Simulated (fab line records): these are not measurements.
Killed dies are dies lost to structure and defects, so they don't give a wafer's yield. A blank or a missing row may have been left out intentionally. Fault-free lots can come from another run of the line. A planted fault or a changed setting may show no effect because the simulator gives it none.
Split-lot experiment ; flow n5Finfet ; route with 1938 steps; 7 lots, 35 wafers read

== SPLIT DETAILS ==
At N5_BEOL_M3_TRENCH_ETCH_37 (etches SiOC in C4F6/O2, target depth 55.555 nm, time 29.2 s), the setting targetDepthA was moved away from the recipe's 555.55 angstrom on 11 of the 35 wafers read, by +23.9% to +35.8%. This setting was run at the recipe's value on the other wafers.

== FROM THE SPLIT TO THE READING: what the file shows between them, 2 steps ==
- N5_BEOL_M3_ETCH_41: etches SiCN in CH3F/O2, target depth 29.9 nm, time 52.5 s
- N5_BEOL_M3_STRIP_97: strips in N2/H2, time 10 s

== THE READING ==
trenchDepthNm, in nm, at N5_BEOL_M3_OCD_MEAS_38. A value of 55.2 nm with a standard deviation of 0.86 nm is what fault-free wafers of this fab line usually give.

wafer;tool, chamber at the split;targetDepthA as run, angstrom;against the recipe;trenchDepthNm, nm;against lot-mates on the recipe
L080.1;rieDiel-06, 0;735.9;+32.5%;73.9;+19.6
L080.3;rieDiel-06, 3;555.55;recipe;54.3;-
L080.4;rieDiel-06, 3;735.9;+32.5%;72.4;+18.1
L079.1;rieDiel-04, 3;555.55;recipe;55.9;-
L079.2;rieDiel-04, 0;555.55;recipe;57.1;-
L079.3;rieDiel-04, 2;555.55;recipe;57.1;-
L079.4;rieDiel-04, 2;754.7;+35.8%;76.4;+19.7
L079.5;rieDiel-04, 3;754.7;+35.8%;75.6;+18.9
L079.6;rieDiel-04, 0;754.7;+35.8%;76.2;+19.5
L082.1;rieDiel-05, 3;555.55;recipe;54.8;-
L082.2;rieDiel-05, 2;555.55;recipe;55.1;-
L082.3;rieDiel-05, 0;555.55;recipe;53.1;-
L082.4;rieDiel-05, 1;555.55;recipe;55.3;-
L082.5;rieDiel-05, 1;555.55;recipe;55.9;-
L082.6;rieDiel-05, 2;555.55;recipe;55.1;-
L083.1;rieDiel-06, 1;555.55;recipe;55.3;-
L083.2;rieDiel-06, 2;555.55;recipe;55.7;-
L083.3;rieDiel-06, 0;555.55;recipe;55.7;-
L083.5;rieDiel-06, 2;555.55;recipe;54.8;-
L083.6;rieDiel-06, 1;555.55;recipe;54.8;-
L085.1;rieDiel-06, 3;688.5;+23.9%;68.1;+14.0
L085.2;rieDiel-06, 2;555.55;recipe;53.5;-
L085.3;rieDiel-06, 1;555.55;recipe;54.6;-
L085.4;rieDiel-06, 3;688.5;+23.9%;68.2;+14.1
L085.5;rieDiel-06, 2;688.5;+23.9%;67.5;+13.4
L085.6;rieDiel-06, 1;555.55;recipe;54.2;-
L092.1;rieDiel-04, 3;702.6;+26.5%;69.9;+13.8
L092.2;rieDiel-04, 2;555.55;recipe;56.2;-
L092.3;rieDiel-04, 1;702.6;+26.5%;70.9;+14.8
L092.4;rieDiel-04, 0;555.55;recipe;55.7;-
L092.5;rieDiel-04, 2;555.55;recipe;56.5;-
L092.6;rieDiel-04, 1;702.6;+26.5%;70.7;+14.6
L095.2;rieDiel-06, 1;555.55;recipe;55.3;-
L095.4;rieDiel-06, 2;555.55;recipe;55.3;-
L095.5;rieDiel-06, 3;555.55;recipe;55.0;-

THE FIT
A straight line over all 35 wafers: trenchDepthNm changes by +0.565 nm for each +1% of targetDepthA; r = +0.99; the points scatter about the line by 0.91 nm.
The same after taking each lot's own level away (the mean of its wafers on the recipe; 35 wafers): +0.556 nm for each +1%; r = +1.00; scatter 0.63 nm.
Per that fit: largest targetDepthA move, reading shift of 20 nm.
The lots' own levels span 54.10 to 56.70 nm, that is 3.0 times the standard deviation above.
Hence the lot-to-lot level has little effect on the slope; both slopes agree.
Check: for one of the wafers moved furthest among these (+35.8%), held out of the fit, the line's prediction against its lot-mates is +20 nm. It came out at +19.7 nm against them.

== ADDITIONAL SPLITS CARRIED BY THESE WAFERS ==
Before the reading, these wafers also passed through other splits. Each is held against what the fit with the lots' levels taken away leaves over:
other split on the same wafers;wafers away from the commonest value;r with trenchDepthNm (lot level and that fit taken away)
N5_FIN_SAQP_SPACER1_ALD_24 aldCycles;8;+0.37
N5_DUMMY_GATE_ETCH_31 targetDepthA;8;+0.16
N5_SDB_ALD_29 aldCycles;4;+0.11
N5_MOL_CONTACT_COAG_ETCHBACK_135 timeS;13;+0.04

== THE WHOLE CHAIN: every reading that the file lists as answering this split, in the file's order ==
step;what it does;reading;change (the file's fit);r (the file's)
N5_BEOL_M3_TRENCH_ETCH_37;etches SiOC in C4F6/O2, target depth 55.555 nm, time 29.2 s;etch.depthNm (the simulator's own value, which no gauge read);+0.55 nm for each +1% of the setting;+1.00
N5_BEOL_M3_TRENCH_ETCH_37;etches SiOC in C4F6/O2, target depth 55.555 nm, time 29.2 s;BEOL_M3.featureDepthNm (the simulator's own value, which no gauge read);+0.55 nm for each +1% of the setting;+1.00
N5_BEOL_M3_TRENCH_ETCH_37;etches SiOC in C4F6/O2, target depth 55.555 nm, time 29.2 s;TiN_of_BEOL_M3_HM_DEP_02.thkNm (the simulator's own value, which no gauge read);-0.0201 nm for each +1% of the setting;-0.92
N5_BEOL_M3_OCD_MEAS_38;;trenchDepthNm;+0.554 nm for each +1% of the setting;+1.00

== THE FILE'S OWN FIT ==
trenchDepthNm changes by +0.554 nm for each +1% of targetDepthA, r = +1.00.
